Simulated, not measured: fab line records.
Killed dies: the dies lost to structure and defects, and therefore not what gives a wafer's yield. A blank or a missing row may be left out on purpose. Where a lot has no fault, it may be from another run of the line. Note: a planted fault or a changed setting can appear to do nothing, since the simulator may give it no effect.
Split-lot trial ; flow n5_finfet ; 21 wafers read across 7 lots, on a route 1938 steps long

ABOUT THE SPLIT
At N5_BEOL_M0_TRENCH_ETCH_107 (etches SiOC in C4F6/O2, target depth 32.8 nm, time 16.4 s), the setting target_depth_a was moved away from the recipe's 328 angstrom on 8 of the 21 wafers read, by -7.8% to +12.1%. For the rest of the wafers, this setting stayed at what the recipe calls for.

FROM SPLIT TO READING: 1 step shown by the file between the two
- N5_BEOL_M0_STRIP_142: strips in N2/H2, time 10 s

THE READING
trench_depth_nm, in nm, at N5_BEOL_M0_OCD_MEAS_108. A value of 32.7 nm with a standard deviation of 0.56 nm is what fault-free wafers of this fab line usually give.

wafer;tool, chamber at the split;target_depth_a as run, angstrom;against the recipe;trench_depth_nm, nm;against lot-mates on the recipe
L074.3;rie_diel-05, 2;328;recipe;32.6;-
L074.4;rie_diel-05, 0,1;328;recipe;32.6;-
L074.6;rie_diel-05, 0,1;328;recipe;31.8;-
L075.1;rie_diel-04, 0;328;recipe;33.3;-
L075.3;rie_diel-04, 1;328;recipe;32.2;-
L075.4;rie_diel-04, 2;328;recipe;33.1;-
L079.1;rie_diel-05, 0;340.2;+3.7%;34.4;+1.7
L079.3;rie_diel-05, 3;328;recipe;32.4;-
L079.6;rie_diel-05, 0;328;recipe;33.0;-
L083.2;rie_diel-02, 0;328;recipe;32.5;-
L083.4;rie_diel-02, 2;367.7;+12.1%;37.3;+4.8
L083.6;rie_diel-02, 2;367.7;+12.1%;36.6;+4.1
L087.1;rie_diel-04, 1;328;recipe;32.9;-
L087.4;rie_diel-04, 2;366.4;+11.7%;37.6;+4.7
L087.6;rie_diel-04, 1;366.4;+11.7%;36.0;+3.1
L090.3;rie_diel-05, 2;328;recipe;32.9;-
L090.4;rie_diel-05, 3;307;-6.4%;30.6;-2.3
L090.5;rie_diel-05, 2;307;-6.4%;31.0;-1.9
L091.2;rie_diel-04, 1;328;recipe;31.9;-
L091.5;rie_diel-04, 0;302.3;-7.8%;30.3;-2.0
L091.6;rie_diel-04, 1;328;recipe;32.7;-
Where a row lists several chambers, the file gives one row for several wafers and doesn't say which wafer went through which chamber.

FIT RESULTS
A straight line over all 21 wafers: trench_depth_nm changes by +0.342 nm for each +1% of target_depth_a; r = +0.97; the points scatter about the line by 0.49 nm.
The same after taking each lot's own level away (the mean of its wafers on the recipe; 21 wafers): +0.339 nm for each +1%; r = +0.98; scatter 0.46 nm.
The reading moves by 4.1 nm for the largest change in target_depth_a, on that fit.
The span of the lots' own levels, 32.30 to 32.90 nm, comes to 1.1 times the standard deviation stated above.
So the lot-to-lot level changes the slope little: the two slopes agree.
Check: for one of the wafers moved furthest among these (+12.1%), held out of the fit, the line's prediction against its lot-mates is +4.02 nm. Against them it came out at +4.8 nm.

FURTHER SPLITS ON THESE WAFERS
Note: prior to the reading, these wafers also went through further splits. Each is held against what the fit with the lots' levels taken away leaves over:
other split on the same wafers;wafers away from the commonest value;r with trench_depth_nm (lot level and that fit taken away)
N5_MOL_CONTACT_COAG_ALD_27 time_s;7;+0.38
N5_BEOL_M0_SAQP_PECVD_96 time_s;7;-0.29
N5_BEOL_M0_SAQP_EXPOSE_11 dose_mj;5;+0.24

THE WHOLE CHAIN: every reading that the file lists as answering this split, in the file's order
step;what it does;reading;change (the file's fit);r (the file's)
N5_BEOL_M0_TRENCH_ETCH_107;etches SiOC in C4F6/O2, target depth 32.8 nm, time 16.4 s;BEOL_M0.feature_depth_nm (the simulator's own value, which no gauge read);+0.338 nm for each +1% of the setting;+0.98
N5_BEOL_M0_OCD_MEAS_108;;trench_depth_nm;+0.34 nm for each +1% of the setting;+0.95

FILE'S OWN FIT
trench_depth_nm changes by +0.34 nm for each +1% of target_depth_a, r = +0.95.
